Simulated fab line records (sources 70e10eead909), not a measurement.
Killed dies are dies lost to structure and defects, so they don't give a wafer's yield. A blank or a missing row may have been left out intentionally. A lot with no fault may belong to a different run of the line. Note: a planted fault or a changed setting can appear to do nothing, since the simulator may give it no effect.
A lot that was struck, set against a sound lot ; flow nand harc ; 16 out of 1302 route steps
Sound: these wafers, L845.4, L845.5, L845.6. Struck: wafers L859.4, L859.6 (left out: L859.5, a lot-mate that was not struck); the cause follows at the end.
Per side, at each step with rows, come the tool, then ch with its chambers, and then its first start. Under that, the readings that differ: sound wafers ; struck wafers ; difference of the means ; sigmas: that difference in standard deviations of wafers without a fault.
alike: readings with means less than 2 such deviations apart, plus words and numbers identical on both sides. not compared: withheld readings, readings lacking a value on some wafer, bounds such as >300 that could conceal the same value, and numbers that have no deviation in the record and whose values overlap.
The two part at a step that has a row with sigmas, a row that says differs or no value, or rows on one side only. Numbers that don't overlap but have no deviation are shown without sigmas and don't part them. A reading that every wafer of one side lacks parts them only if that side has two wafers or more.

NHARC_A_M1_INSPECT_11:
  sound on defect inspect-01, day 24 17:40; struck on defect inspect-02, day 30 23:44
  alike: raw defect count
NHARC_A_M1_DESCUM_14: chemistry O2, time 3 s.
  sound on rie diel-11 ch 0,2,3, day 24 17:45; struck on rie diel-11 ch 0,2, day 30 23:49
  alike: chamber pressure mTorr, drypump motor current A, oes product au, rf vpp V, showerhead plenum p Torr, throttle valve pct
  not compared: rf hours counter h
then, 1 step without rows for these wafers: NHARC_A_M1_ETCH_35 (etches the open film in N2/H2, target depth 40 nm, overetch 12 nm, time 43.94 s).
NHARC_A_M1_ETCH_15: etches the open film in C4F8/Ar, target depth 182.5 nm, time 91.2 s.
  sound on rie diel-11 ch 1,2,3; struck on rie diel-11 ch 0,1
  alike: chamber pressure mTorr, oes product au, rf vpp V
  not compared: rf hours counter h
NHARC_A_M1_CD_MEAS_16:
  sound on cd sem-02, day 24 18:02; struck on cd sem-01, day 31 00:06
  alike: cd nm
then, 1 step without rows for these wafers: NHARC_A_M1_STRIP_18 (strips in N2/H2).
NHARC_A_M1_ETCH_28: etches the open film in CF4/N2, target depth 30 nm, time 72.99 s.
  sound on rie diel-12 ch 0,1; struck on rie diel-04 ch 1,2
reading;sound;struck;difference;sigmas
showerhead plenum p Torr (Torr);2.73 2.73 2.65;2.46 2.54;-0.20;-2
  alike: chamber pressure mTorr, drypump motor current A, oes product au, rf vpp V, throttle valve pct
  not compared: rf hours counter h
then, 2 steps without rows for these wafers: NHARC_A_M1_STRIP_19 (strips in post etch residue remover, time 600 s); NHARC_A_M1_DEGAS_29 (time 60 s).
NHARC_A_M1_PRE_CLEAN_30: time 30 s.
  sound on pvd sputter-03; struck on pvd sputter-02
  alike: heater power w
NHARC_A_M1_PVD_20: deposits TaN, target thk 5 nm, time 8.06 s.
  sound on pvd sputter-03; struck on pvd sputter-02
  alike: throttle valve pct
then, 1 step without rows for these wafers: NHARC_A_M1_PVD_21 (deposits Cu, target thk 30 nm, time 20.49 s).
NHARC_A_M1_ECD_22: material Cu, target thk 400 nm.
  sound on ecd cu-02 ch 0,1, day 24 19:17; struck on ecd cu-02 ch 0,1, day 31 01:17
then, 1 step without rows for these wafers: NHARC_A_M1_ANNEAL_31 (time 90 s).
NHARC_A_M1_CMP_23: polishes, t overpolish 20 s, target thk 154.34 nm.
  sound on cmp-01 ch 1,2,3, day 24 19:54; struck on cmp-01 ch 2,3, day 31 01:56
reading;sound;struck;difference;sigmas
time to endpoint s (s);27.6 26.7 26.6;14.9 12.9;-13.1;-5
  alike: motor current A
NHARC_A_M1_THK_MEAS_24: measures by xrf.
  sound on film metro-01, day 24 20:10; struck on film metro-02, day 31 02:13
  alike: thk nm

== WHERE THEY PART ==
At NHARC_A_M1_ETCH_28 first; at NHARC_A_M1_CMP_23 last (within this record only). Later steps at which nothing parts them and some readings are alike: NHARC_A_M1_THK_MEAS_24.

WHY: what had been put in by the simulator
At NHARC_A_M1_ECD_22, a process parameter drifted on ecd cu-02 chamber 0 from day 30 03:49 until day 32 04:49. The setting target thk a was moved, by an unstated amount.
